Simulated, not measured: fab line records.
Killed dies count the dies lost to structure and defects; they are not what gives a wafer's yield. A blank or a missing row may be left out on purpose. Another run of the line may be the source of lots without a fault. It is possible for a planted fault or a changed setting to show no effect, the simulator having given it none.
The tool behind it: which one?    flow nand-harc    18 wafers from 6 lots sampled at 3 of the route's 1302 steps

WHAT THE GAUGES SHOWED, per wafer
NHARC_THIN_TSV_CD_MEAS_12: target cd 1000 nm.
lot   measured      on         cd-nm (nm)
L372  day 24 14:44  cd-sem-02  1000.9 997.0 1001.2
L377  day 26 10:52  cd-sem-01  996.6 997.5 1001.4
L382  day 27 17:55  cd-sem-03  997.2 995.5 996.9
L389  day 31 07:07  cd-sem-01  1000.3 1000.1 1001.9
L392  day 32 05:55  cd-sem-01  1001.6 1000.0 1002.7
L394  day 33 04:19  cd-sem-02  996.7 998.9 998.7

WHAT TOOL EACH LOT RAN ON (gives the tool, then ch and the chambers of the sampled wafers, and finally the start)
lot   NHARC_A_BONDPAD_ETCH_34             NHARC_A_BONDPAD_ECD_18
L372  rie-diel-13 ch 2,3, day 24 00:41    ecd-cu-02 ch 0,1, day 24 01:56
L377  rie-diel-12 ch 0,2,3, day 25 19:48  ecd-cu-01 ch 0,1, day 25 21:01
L382  rie-diel-01 ch 0,1,3, day 27 03:13  ecd-cu-01 ch 0,1, day 27 04:31
L389  rie-diel-01 ch 1,2, day 30 18:01    ecd-cu-02 ch 0,1, day 30 19:14
L392  rie-diel-01 ch 2,3, day 31 12:16    ecd-cu-01 ch 0,1, day 31 13:28
L394  rie-diel-13 ch 1,3, day 32 13:36    ecd-cu-01 ch 0,1, day 32 14:58
- NHARC_A_BONDPAD_ETCH_34: etches the open film in N2/H2, target depth 60 nm, overetch 18 nm, time 65.91 s.
- NHARC_A_BONDPAD_ECD_18: material Cu, target thk 400 nm.

THE ANSWER, worked out from the rows above alone
Rule: usual is defined by the lots themselves. The widest of any qualifying gaps counts: lots, ordered by their means at a reading, are off when they make up no more than a third of the lots, leave a main group of 4 or more, and stand apart from it by 3 or more times the standard deviation of that group's means. Not used: any main group whose means are identical at the precision the tables above print for the reading. A lot without any number at a reading at which 4 lots or more have one is off too. Any other lot the step has rows for is counted as sound.
Across all readings shown, no lot is off: no conclusion can be drawn from this.

WHAT HAD BEEN PUT IN BY THE SIMULATOR
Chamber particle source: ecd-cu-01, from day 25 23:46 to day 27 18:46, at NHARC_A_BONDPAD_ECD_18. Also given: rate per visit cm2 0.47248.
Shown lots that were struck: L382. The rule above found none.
